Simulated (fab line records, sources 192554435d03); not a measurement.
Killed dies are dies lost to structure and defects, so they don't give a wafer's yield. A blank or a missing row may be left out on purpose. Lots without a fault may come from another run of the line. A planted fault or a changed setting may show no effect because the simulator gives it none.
Chamber matching | flow n5_finfet | N5_MOL_CONTACT_COAG_ETCH_105 on rie_diel-01: 4 sister chambers
The step etches SiARC in CF4, target depth 15.6 nm, time 26 s. 4 wafers are shown with their chamber, then 9 later ones without.

WAFERS WITH THEIR CHAMBER
wafer  | chamber | drypump_motor_current_A (A)
L079.2 | 2       | 5.5
L088.1 | 0       | 5.3
L088.3 | 1       | 4.9
L088.4 | 3       | 5.8

WAFERS WITHOUT THEIR CHAMBER
wafer  | drypump_motor_current_A (A)
L089.1 | 5.8
L089.3 | 5.3
L089.6 | 5.4
L094.2 | 4.8
L094.4 | 5.4
L094.6 | 4.8
L095.1 | 5.3
L095.4 | 4.8
L095.6 | 5.5

WHICH CHAMBER EACH WENT THROUGH
wafer  | from the rows above     | in truth
L089.1 | 3                       | 3
L089.3 | 0                       | 0
L089.6 | can't be placed: 2 or 0 | 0
L094.2 | 1                       | 1
L094.4 | can't be placed: 2 or 0 | 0
L094.6 | 1                       | 1
L095.1 | 0                       | 0
L095.4 | 1                       | 1
L095.6 | 2                       | 2
Placed correctly: 7 of 9. Can't be placed from these rows: 2 (the true chamber is among the candidates in 2). Placed wrongly: 0.
How it was worked out, from the rows above alone: a wafer's distance from a chamber is the root of the sum, over the readings, of the square of ((its reading less the chamber's mean) divided by the reading's scatter). The wafer belongs to the nearest chamber; if the next one is less than 2 further off, it can't be placed. A chamber's mean is the mean of its shown wafers. The scatter: with one shown wafer a chamber, the root of the mean of the squares of how far each hidden wafer lies from its nearest shown one.
